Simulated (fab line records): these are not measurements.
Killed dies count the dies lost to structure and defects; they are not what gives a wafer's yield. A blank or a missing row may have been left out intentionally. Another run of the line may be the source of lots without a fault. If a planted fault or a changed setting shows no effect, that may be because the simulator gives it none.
A struck lot beside a sound one + flow nand-harc + 41 out of 1302 route steps
Sound: these wafers, L648.2, L648.4, L648.6. Wafers L663.3, L663.5, L663.6 were the ones struck. Last of all comes the cause.
Per side, at each step with rows, come the tool, then ch with its chambers, and then its first start. Under that, the readings that differ: sound wafers + struck wafers + difference of the means + sigmas: that difference in standard deviations of wafers without a fault.
alike: readings with means less than 2 such deviations apart, plus words and numbers identical on both sides. not compared: withheld readings, readings lacking a value on some wafer, bounds such as >300 that could conceal the same value, and numbers that have no deviation in the record and whose values overlap.
The two part at a step that has a row with sigmas, a row that says differs or no value, or rows on one side only. Numbers that don't overlap but have no deviation are shown without sigmas and don't part them. A reading that every wafer of one side lacks parts them only if that side has two wafers or more.

NHARC_P_GATE_STRIP_101: strips in O2, time 20 s.
  sound on rie-diel-11 ch 0,1,3, day 5 07:53; struck on rie-diel-09 ch 0,1, day 11 13:38
  alike: drypump-motor-current-A, o2-flow-sccm, oes-product-au, rf-vpp-V, showerhead-plenum-p-Torr, throttle-valve-pct
  not compared: rf-hours-counter-h
then, 11 steps without rows for these wafers: NHARC_P_GATE_PRECLEAN_97 (cleans in SPM, time 600 s); NHARC_P_GATE_SRD_98; NHARC_P_GATE_PRECLEAN_99 (cleans in SC1); NHARC_P_GATE_SRD_100; NHARC_P_GATE_DEHYDRATE_38 (time 120 s); NHARC_P_GATE_HMDS_39 (time 30 s); NHARC_P_GATE_COAT_40; NHARC_P_GATE_SOFTBAKE_41 (time 95 s); NHARC_P_GATE_EBR_42; NHARC_P_GATE_EXPOSE_43 (exposes mask P NSD, target cd 720 nm); NHARC_P_GATE_PEB_44 (peb time 85 s).
NHARC_P_GATE_DEVELOP_45: time 70 s.
  sound on litho-track-05 ch 0, day 5 08:00; struck on litho-track-05 ch 0, day 11 14:00
then, 1 step without rows for these wafers: NHARC_P_GATE_HARDBAKE_47 (time 80 s).
NHARC_P_GATE_DESCUM_48: chemistry O2, time 3 s.
  sound on rie-diel-11 ch 0,1,2, day 5 08:58; struck on rie-diel-11 ch 0,1,2, day 11 14:44
| reading                 | sound             | struck            | difference | sigmas |
|-------------------------|-------------------|-------------------|------------|--------|
| model.P_GATE.cd-nm (nm) | 721.1 721.6 720.4 | 121.2 120.9 121.6 | -599.8     |        |
  alike: drypump-motor-current-A, o2-flow-sccm, oes-product-au, rf-vpp-V, showerhead-plenum-p-Torr, throttle-valve-pct
  not compared: rf-hours-counter-h
following that, these wafers have no rows for 1 step: NHARC_P_GATE_IMPLANT_49.
NHARC_P_GATE_STRIP_111: strips in N2/H2, time 250 s.
  sound on plasma-asher-02 ch 0,1, day 5 09:22; struck on plasma-asher-01 ch 0,1, day 11 15:11
  alike: drypump-motor-current-A, heater-power-w, rf-refl-power-W
  not compared: rf-hours-counter-h
NHARC_P_GATE_STRIP_75: strips in O2.
  sound on plasma-asher-02 ch 0,1, day 5 09:40; struck on plasma-asher-01 ch 0,1, day 11 15:24
  alike: drypump-motor-current-A, heater-power-w, rf-refl-power-W
  not compared: rf-hours-counter-h
then, 12 steps without rows for these wafers: NHARC_P_GATE_STRIP_50 (strips in SPM, time 900 s); NHARC_P_GATE_DEHYDRATE_51 (time 120 s); NHARC_P_GATE_HMDS_52 (time 30 s); NHARC_P_GATE_COAT_53; NHARC_P_GATE_SOFTBAKE_54 (time 95 s); NHARC_P_GATE_EBR_55; NHARC_P_GATE_EXPOSE_56 (exposes mask P PSD, target cd 720 nm); NHARC_P_GATE_PEB_57 (peb time 85 s); NHARC_P_GATE_DEVELOP_58 (time 70 s); NHARC_P_GATE_HARDBAKE_60 (time 80 s); NHARC_P_GATE_DESCUM_61 (chemistry O2, time 3 s); NHARC_P_GATE_IMPLANT_62.
NHARC_P_GATE_STRIP_112: strips in N2/H2, time 200 s.
  sound on plasma-asher-02 ch 0,1, day 5 11:10; struck on plasma-asher-01 ch 0,1, day 11 16:56
  alike: drypump-motor-current-A, heater-power-w, rf-refl-power-W
  not compared: rf-hours-counter-h
NHARC_P_GATE_STRIP_76: strips in O2.
  sound on plasma-asher-02 ch 0,1, day 5 11:23; struck on plasma-asher-01 ch 0,1, day 11 17:08
  alike: drypump-motor-current-A, heater-power-w, rf-refl-power-W
  not compared: rf-hours-counter-h
then, 8 steps without rows for these wafers: NHARC_P_GATE_STRIP_63 (strips in SPM, time 900 s); NHARC_P_GATE_DEHYDRATE_83 (time 120 s); NHARC_P_GATE_HMDS_84 (time 30 s); NHARC_P_GATE_COAT_85; NHARC_P_GATE_SOFTBAKE_86 (time 95 s); NHARC_P_GATE_EBR_87; NHARC_P_GATE_EXPOSE_88 (exposes mask P HVN, target cd 2000 nm); NHARC_P_GATE_PEB_89 (peb time 85 s).
NHARC_P_GATE_DESCUM_93: chemistry O2, time 3 s.
  sound on rie-diel-09 ch 1,2,3, day 5 12:28; struck on rie-diel-09 ch 1,2,3, day 11 18:14
| reading                 | sound          | struck            | difference | sigmas |
|-------------------------|----------------|-------------------|------------|--------|
| model.P_GATE.cd-nm (nm) | 1997 2001 1999 | 121.2 120.9 121.6 | -1877.8    |        |
  alike: drypump-motor-current-A, o2-flow-sccm, oes-product-au, rf-vpp-V, showerhead-plenum-p-Torr, throttle-valve-pct
  not compared: rf-hours-counter-h

## WHERE THEY PART
Nowhere in this record.

WHY: the cause the simulator had injected
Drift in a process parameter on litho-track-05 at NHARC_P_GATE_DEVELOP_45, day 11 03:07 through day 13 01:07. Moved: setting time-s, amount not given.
